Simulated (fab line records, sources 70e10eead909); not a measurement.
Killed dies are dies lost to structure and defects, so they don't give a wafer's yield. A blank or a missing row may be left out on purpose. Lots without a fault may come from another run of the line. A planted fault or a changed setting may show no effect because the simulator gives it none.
fab line records | flow nand_harc
record lots=12 wafers=36 last_day=32
route steps=1302 shown P_GATE@155 END@1302
lots that met no fault: from a run of the same line without faults
start_h: hours from the record's first day to the start of the lot's first wafer shown | wait_h: hours since the lot's step before | " the same as in the row above | L1.1+2: a row that stands for several wafers | - no value, or no start given | * or withheld: withheld | < > ~ a bound
route shown NAME@n: a module of which the file shows steps, and the number in the route of the first | usual: mean/standard deviation of fault-free wafers | same: alike in all rows | chamber/n: place in a boat | sites: the reading at each site | _std_site: their standard deviation | _edge_site: outer sites' mean less inner sites' | radius_mm: how far each site lies from the wafer's centre | mask NAME#n: copy n | behind: the tool/chamber that last shaped the wafer | hold: why the lot was held/for how many hours/how that ended | device: the transistor (n, p or np) that didn't switch | end of line: the same wafers' tests at the end of the route | a step without rows: its recipe alone | killed: dies lost to structure and defects at the first sort, not the wafer's yield | map: a wafer's dies, x killed, . not, _ none there
set.NAME: the setting as run; set.NAME@STEP: as run at that earlier step | model.NAME: the simulator's own value behind a step, which no gauge read
steps of the route over a sample of lots; a table a step, a row a wafer
services: from which hour (start_h, from the record's first day; less than 0 if before it) a tool's chamber was out of use, for how many hours, and why
## steps
# step NHARC_P_GATE_ALD_36
# recipe target_thk_a=200 pulse_time_s=60 ald_cycles=223 temp_c=400 material=SiNx
# usual heater_power_w=826/59 precursor_pulse_height_rel=0.999/0.021
# columns lot.wafer tool chamber start_h wait_h heater_power_w precursor_pulse_height_rel
L534.2 ald_sin-01 3 104.78 - 897 1.005
L534.4 " 0 105.84 - 761 1.015
L534.6 " 3 109.01 - 898 0.968
L535.1 ald_sin-02 0 112.33 - 822 0.992
L535.6 " 0 116.55 - 816 0.997
L535.5 " 1 117.61 - 736 0.996
L536.1 ald_sin-04 0 117.63 - 825 1.026
L536.2 " 1 118.69 - 748 0.998
L536.3 " 2 119.74 - 921 0.998
L538.1 ald_sin-02 2 143.10 - 862 0.984
L538.2 " 3 144.18 - 860 0.988
L538.6 " 1 146.34 - 784 1.001
L540.1 ald_sin-01 0 158.88 - 778 0.995
L540.2 " 1 159.95 - 810 0.983
L540.4 " 2 161.01 - 873 0.992
L542.4 ald_sin-04 1 182.73 - 740 0.990
L542.1 " 2 183.78 - 891 0.967
L542.5 " 0 185.87 - 832 1.004
L546.4 ald_sin-04 3 219.25 - 747 0.993
L546.2 " 0 220.31 - 836 1.003
L546.6 " 1 221.38 - 762 0.996
L547.1 ald_sin-01 1 229.22 - 806 1.005
L547.2 " 2 230.27 - 862 0.998
L547.3 " 0 232.39 - 760 1.016
L549.3 ald_sin-04 3 246.39 - 728 0.991
L549.4 " 0 247.45 - 843 0.946
L549.6 " 1 248.51 - 764 1.010
L548.4 ald_sin-02 1 247.13 - 795 1.032
L548.5 " 2 248.20 - 895 0.992
L548.6 " 3 249.27 - 860 1.035
L552.4 ald_sin-04 1 271.92 - 748 1.021
L552.2 " 3 274.04 - 771 0.968
L552.3 " 0 275.09 - 896 1.005
L553.2 ald_sin-01 3 288.47 - 920 1.004
L553.4 " 0 289.52 - 768 1.017
L553.6 " 2 291.63 - 853 1.030
# step NHARC_P_GATE_STRIP_111
# recipe power_w=1500 temp_c=110 time_s=250 chemistry=N2/H2
# usual drypump_motor_current_A=5.4/0.35 heater_power_w=86/7
# columns lot.wafer tool chamber start_h wait_h drypump_motor_current_A heater_power_w rf_hours_counter_h
L534.2 plasma_asher-01 1 114.66 0.2 5.8 78 24
L534.4 " 1 " " 5.8 76 -
L534.6 " 1 " " 5.8 79 -
L535.1 plasma_asher-02 1 123.69 0.2 5.5 89 33
L535.6 " 0 " " 5.6 87 -
L535.5 " 1 " " 5.5 88 -
L536.2 plasma_asher-01 0 127.77 0.3 4.8 80 26
L536.1 " 1 " " 5.8 77 26
L536.3 " 1 " " 5.8 77 -
L538.2 plasma_asher-02 1 152.03 0.2 5.5 95 3
L538.1 " 0 " " 5.6 92 3
L538.6 " 0 " " 5.6 89 -
L540.1 plasma_asher-02 1 170.04 0.2 5.5 93 7
L540.2 " 0 " " 5.6 90 7
L540.4 " 0 " " 5.6 90 -
L542.1 plasma_asher-02 0 192.70 0.2 5.6 88 14
L542.4 " 1 " " 5.5 92 -
L542.5 " 0 " " 5.6 92 -
L546.2 plasma_asher-02 1 228.27 0.2 5.5 94 20
L546.4 " 0 " " 5.6 90 -
L546.6 " 1 " " 5.5 93 -
L547.2 plasma_asher-01 0 240.31 0.2 4.8 75 13
L547.1 " 1 " " 5.8 78 13
L547.3 " 0 " " 4.8 76 -
L548.4 plasma_asher-02 1 255.03 0.2 5.5 95 -
L548.5 " 1 " " 5.5 95 -
L548.6 " 0 " " 5.6 91 -
L549.3 plasma_asher-01 1 255.45 0.2 5.9 80 -
L549.4 " 0 " " 4.8 75 -
L549.6 " 1 " " 5.8 80 -
L552.2 plasma_asher-01 0 283.03 0.2 4.8 75 23
L552.4 " 1 " " 5.8 80 -
L552.3 " 0 " " 4.8 76 -
L553.2 plasma_asher-01 1 298.34 0.2 5.8 82 25
L553.4 " 1 " " 5.8 80 -
L553.6 " 1 " " 5.8 81 -
# step NHARC_P_GATE_PEB_57
# recipe peb_temp_c=118 peb_time_s=85
# usual heater_power_total_W=163.98/0.27 plate_temp_C=118.03/0.1
# columns lot.wafer tool chamber start_h wait_h heater_power_total_W plate_temp_C
L534.2 litho_track-02 0 115.80 0.1 164.43 117.93
L534.4 " 0 " " 164.14 118.06
L534.6 " 0 " " 164.01 118.04
L535.1 litho_track-03 0 124.65 0.1 164.40 118.11
L535.5 " 0 " " 163.58 118.14
L535.6 " 0 " " 163.62 118.20
L536.1 litho_track-03 0 128.92 0.1 164.33 118.13
L536.2 " 0 " " 164.05 117.96
L536.3 " 0 " " 164.00 118.08
L538.1 litho_track-03 0 153.04 0.1 163.94 117.78
L538.2 " 0 " " 164.05 117.83
L538.6 " 0 " " 163.64 117.98
L540.1 litho_track-02 0 171.05 0.1 164.36 118.06
L540.2 " 0 " " 164.42 118.08
L540.4 " 0 " " 163.65 117.99
L542.1 litho_track-05 0 193.83 0.1 163.98 118.15
L542.4 " 0 " " 163.91 117.92
L542.5 " 0 " " 164.10 118.04
L546.2 litho_track-03 0 229.23 0.1 164.18 117.95
L546.4 " 0 " " 163.66 118.02
L546.6 " 0 " " 163.72 117.75
L547.1 litho_track-02 0 241.45 0.1 164.45 118.06
L547.2 " 0 " " 163.78 118.08
L547.3 " 0 " " 163.69 118.06
L548.4 litho_track-03 0 256.07 0.0 163.61 118.15
L548.5 " 0 " " 164.16 118.19
L548.6 " 0 " " 164.19 118.19
L549.3 litho_track-03 0 256.49 0.1 163.61 118.01
L549.4 " 0 " " 164.18 118.13
L549.6 " 0 " " 163.73 118.10
L552.2 litho_track-02 0 284.12 0.1 157.97 115.00
L552.3 " 0 " " 158.62 114.84
L552.4 " 0 " " 158.14 114.79
L553.2 litho_track-02 0 299.48 0.1 157.96 115.01
L553.4 " 0 " " 157.92 114.92
L553.6 " 0 " " 158.39 115.31
# step NHARC_P_GATE_CD_MEAS_59
# recipe target_cd_nm=720 landing_energy_ev=500
# usual cd_nm=720.2/1.5
# same landing_energy_ev=500
# columns lot.wafer tool chamber start_h wait_h cd_nm
L534.2 cd_sem-01 0 115.89 - 717.0
L534.4 " 0 " " 717.9
L534.6 " 0 " " 716.8
L535.1 cd_sem-03 0 124.74 - 720.8
L535.5 " 0 " " 720.9
L535.6 " 0 " " 720.5
L536.1 cd_sem-03 0 129.01 - 721.8
L536.2 " 0 " " 721.1
L536.3 " 0 " " 722.4
L538.1 cd_sem-01 0 153.13 - 723.2
L538.2 " 0 " " 722.2
L538.6 " 0 " " 722.2
L540.1 cd_sem-03 0 171.14 - 718.2
L540.2 " 0 " " 717.7
L540.4 " 0 " " 717.4
L542.1 cd_sem-03 0 193.92 - 720.9
L542.4 " 0 " " 720.3
L542.5 " 0 " " 721.5
L546.2 cd_sem-02 0 229.32 - 722.2
L546.4 " 0 " " 721.4
L546.6 " 0 " " 721.5
L547.1 cd_sem-03 0 241.54 - 719.9
L547.2 " 0 " " 718.4
L547.3 " 0 " " 720.4
L548.4 cd_sem-03 0 256.16 - 719.6
L548.5 " 0 " " 719.3
L548.6 " 0 " " 719.1
L549.3 cd_sem-03 0 256.58 - 721.3
L549.4 " 0 " " 722.0
L549.6 " 0 " " 720.5
L552.2 cd_sem-02 0 284.21 - 711.3
L552.3 " 0 " " 713.8
L552.4 " 0 " " 712.3
L553.2 cd_sem-03 0 299.58 - 714.5
L553.4 " 0 " " 713.5
L553.6 " 0 " " 713.9
# step NHARC_P_GATE_STRIP_112
# recipe power_w=1500 temp_c=110 time_s=200 chemistry=N2/H2
# usual drypump_motor_current_A=5.5/0.33 heater_power_w=87/7
# columns lot.wafer tool chamber start_h wait_h drypump_motor_current_A heater_power_w rf_hours_counter_h
L534.2 plasma_asher-01 1 116.42 0.2 5.8 80 24
L534.4 " 1 " " 5.8 77 -
L534.6 " 0 " " 4.8 80 -
L535.1 plasma_asher-02 0 125.27 0.2 5.6 88 33
L535.6 " 0 " " 5.6 89 -
L535.5 " 1 " " 5.5 90 -
L536.2 plasma_asher-02 1 129.53 0.2 5.5 90 34
L536.1 " 0 " " 5.6 86 34
L536.3 " 1 " " 5.5 90 -
L538.2 plasma_asher-01 1 153.84 0.2 5.8 79 32
L538.1 " 0 " " 4.9 80 32
L538.6 " 1 " " 5.8 78 -
L540.1 plasma_asher-02 0 171.67 0.2 5.6 89 9
L540.2 " 1 " " 5.5 95 9
L540.4 " 0 " " 5.6 90 -
L542.1 plasma_asher-02 1 194.45 0.2 5.5 93 15
L542.4 " 1 " " 5.5 95 -
L542.5 " 0 " " 5.6 91 -
L546.2 plasma_asher-02 1 229.84 0.2 5.5 94 21
L546.4 " 1 " " 5.5 94 -
L546.6 " 1 " " 5.5 95 -
L547.2 plasma_asher-01 1 242.06 0.2 5.8 81 14
L547.1 " 0 " " 4.8 77 14
L547.3 " 0 " " 4.8 75 -
L548.4 plasma_asher-02 1 256.81 0.2 5.5 94 -
L548.5 " 0 " " 5.6 90 -
L548.6 " 1 " " 5.5 93 -
L549.3 plasma_asher-01 0 257.22 0.2 4.8 73 -
L549.4 " 1 " " 5.8 81 -
L549.6 " 1 " " 5.8 81 -
L552.2 plasma_asher-01 0 284.78 0.2 4.8 75 23
L552.3 " 1 " " 5.8 81 -
L552.4 " 0 " " 4.8 76 -
L553.2 plasma_asher-01 1 300.10 0.2 5.8 82 26
L553.4 " 1 " " 5.8 81 -
L553.6 " 1 " " 5.8 79 -
# step NHARC_END_SORT_01
# recipe temp_c=25
# usual killed_at_array=56/19 killed_at_other=1.0/1.5 killed_at_periphery=3.4/2.4 killed_dies=60/19 killed_open=3.3/1.8 killed_short=2.4/1.7
# same gross_dies=677
# columns lot.wafer tool chamber start_h wait_h killed_at_array killed_at_other killed_at_periphery killed_dies killed_open killed_short
L548.5 prober-02 0 712.08 3.7 52 0 2 54 1 0
# killed by level:class
L548.5 A_SLIT:chamber_film_flake=25 A_CHANNEL_HOLE_D2:chamber_film_flake=14 A_CHANNEL_HOLE_D1:chamber_film_flake=6 A_CONTACT:chamber_film_flake=4 P_GATE:chamber_film_flake=2 A_CHANNEL_HOLE_D2:geometric_particle:open=1 A_CHANNEL_FILL_D2:chamber_film_flake=1 A_STAIRCASE:chamber_film_flake=1
## services
# columns tool chamber start_h hours kind
ald_sin-02 1 81.38 6.5 repair
plasma_asher-01 - 86.13 3.1 repair
ald_sin-02 0 88.33 7.8 repair
ald_sin-02 - 89.52 1.2 repair
litho_track-03 - 100.00 7.0 pm
ald_sin-01 2 120.40 15.6 repair
litho_track-05 - 124.00 7.0 pm
plasma_asher-02 - 130.93 9.0 pm
plasma_asher-02 0 130.93 9.0 vent_cycle
plasma_asher-02 1 130.93 9.0 vent_cycle
ald_sin-04 - 131.37 0.3 repair
plasma_asher-02 0 139.93 - clean
ald_sin-01 2 143.83 11.1 repair
ald_sin-04 2 151.66 4.4 repair
plasma_asher-01 - 165.19 9.0 pm
ald_sin-02 - 216.53 0.7 repair
ald_sin-01 - 216.84 10.0 pm
litho_track-02 - 227.00 7.0 pm
ald_sin-04 - 254.00 10.0 pm
ald_sin-02 1 256.61 1.5 repair
ald_sin-02 1 267.89 4.2 repair
litho_track-03 - 275.00 7.0 pm
ald_sin-02 - 296.66 10.0 pm
litho_track-05 - 299.00 7.0 pm
## key
first_sign step=NHARC_P_GATE_PEB_57 reading=plate_temp_C direction=down sigmas=30 usual=* struck=*
effect step=NHARC_P_GATE_PEB_57 reading=heater_power_total_W direction=down sigmas=22 usual=* struck=*
effect step=NHARC_P_GATE_CD_MEAS_59 reading=cd_nm direction=down sigmas=4.6 usual=720.2 struck=713.2
met_at NHARC_P_GATE_PEB_57
struck_lots L552,L553
tester_left_out L552,L553
not_acting_at NHARC_P_GATE_ALD_36,NHARC_P_GATE_STRIP_111,NHARC_P_GATE_STRIP_112
onset_between 241.45 284.12
fault kind=process_parameter_drift tool=litho_track-02 chamber=- onset_h=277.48 steps=NHARC_P_GATE_PEB_57 channel=peb_temp_c offset=* shape=step end_h=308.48 acts_in=* stated=*
# tester_left_out: of these lots the tester's yield and bins aren't shown, on N5 and GAA mostly nor the transistor test; their killed dies are dies lost to structure and defects alone, not to doping, threshold or leakage, so they don't give the yield
